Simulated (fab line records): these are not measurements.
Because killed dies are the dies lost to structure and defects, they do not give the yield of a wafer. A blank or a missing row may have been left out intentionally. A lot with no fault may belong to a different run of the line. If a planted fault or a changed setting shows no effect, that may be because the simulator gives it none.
Split-lot study + flow n5 finfet + 7 lots, 21 wafers read, on a route of 1938 steps

== THE SPLIT ==
At N5_BEOL_M7_DESCUM_33 (chemistry O2, time 7 s), the setting time s was moved away from the recipe's 7 s on 6 of the 21 wafers read, by +6.8% to +17.7%. For the rest of the wafers, this setting stayed at what the recipe calls for.

== FROM THE SPLIT TO THE READING: what the file shows between them, 1 step ==
- N5_BEOL_M7_ETCH_72: etches underlayer in N2/H2, target depth 6.5 nm, time 5.2 s

== THE READING ==
CAR-EUV_of_BEOL_M7_COAT_22.thk nm (the simulator's own value, which no gauge read), in nm, at N5_BEOL_M7_ETCH_65 (etches SiARC in CF4, target depth 15.6 nm, time 26 s). No usual value for it is given in the file. The 15 wafers here that ran the recipe average 11.1 nm, standard deviation 0.12 nm.

| wafer  | tool, chamber at the split | time s as run, s | against the recipe | CAR-EUV_of_BEOL_M7_COAT_22.thk nm, nm | against lot-mates on the recipe |
|--------|----------------------------|------------------|--------------------|---------------------------------------|---------------------------------|
| L074.3 | rie diel-01, 3,2,3         | 8.236            | +17.7%             | 10.6                                  | no lot-mate on the recipe       |
| L074.5 | rie diel-01, 3,2,3         | 8.236            | +17.7%             | 10.6                                  | no lot-mate on the recipe       |
| L074.6 | rie diel-01, 3,2,3         | 8.236            | +17.7%             | 10.6                                  | no lot-mate on the recipe       |
| L077.1 | rie diel-06, 3,1,2         | 7                | recipe             | 11.2                                  | -                               |
| L077.2 | rie diel-06, 3,1,2         | 7                | recipe             | 11.2                                  | -                               |
| L077.3 | rie diel-06, 3,1,2         | 7                | recipe             | 11.2                                  | -                               |
| L078.1 | rie diel-02, 0,1           | 7                | recipe             | 11.2                                  | -                               |
| L078.5 | rie diel-02, 0,1           | 7                | recipe             | 11.2                                  | -                               |
| L078.4 | rie diel-02, 1             | 7.477            | +6.8%              | 11                                    | -0.2                            |
| L082.1 | rie diel-06, 2,3,1         | 7                | recipe             | 11                                    | -                               |
| L082.2 | rie diel-06, 2,3,1         | 7                | recipe             | 11                                    | -                               |
| L082.6 | rie diel-06, 2,3,1         | 7                | recipe             | 11                                    | -                               |
| L084.2 | rie diel-06, 3,1,0         | 7                | recipe             | 11                                    | -                               |
| L084.5 | rie diel-06, 3,1,0         | 7                | recipe             | 11                                    | -                               |
| L084.4 | rie diel-06, 3,1,0         | 7                | recipe             | 10.8                                  | -                               |
| L093.1 | rie diel-02, 0             | 7                | recipe             | 11.2                                  | -                               |
| L093.4 | rie diel-02, 1,0           | 7.683            | +9.8%              | 10.8                                  | -0.4                            |
| L093.6 | rie diel-02, 1,0           | 7.683            | +9.8%              | 10.8                                  | -0.4                            |
| L094.2 | rie diel-06, 3,0,3         | 7                | recipe             | 11.2                                  | -                               |
| L094.4 | rie diel-06, 3,0,3         | 7                | recipe             | 11.2                                  | -                               |
| L094.5 | rie diel-06, 3,0,3         | 7                | recipe             | 11.2                                  | -                               |
When a row names more than one chamber, that row covers several wafers, and the file does not tell which wafer ran in which chamber.

FIT RESULTS
A straight line over all 21 wafers: CAR-EUV_of_BEOL_M7_COAT_22.thk nm changes by -0.0288 nm for each +1% of time s; r = -0.87; the points scatter about the line by 0.11 nm.
The same after taking each lot's own level away (the mean of its wafers on the recipe; 18 wafers): -0.0389 nm for each +1%; r = -0.95; scatter 0.045 nm.
Per that fit: largest time s move, reading shift of 0.69 nm.
Measured against the standard deviation above, the lots' own levels, which go from 10.93 to 11.20 nm, span 2.2 times it.
Thus the slope moves with the lot-to-lot level: the two fits are different.
Check: for one of the wafers moved furthest among these (+9.8%), held out of the fit, the line's prediction against its lot-mates is -0.363 nm. Against them it came out at -0.4 nm.

== THE FILE'S OWN FIT ==
CAR-EUV_of_BEOL_M7_COAT_22.thk nm changes by -0.0372 nm for each +1% of time s, r = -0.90.
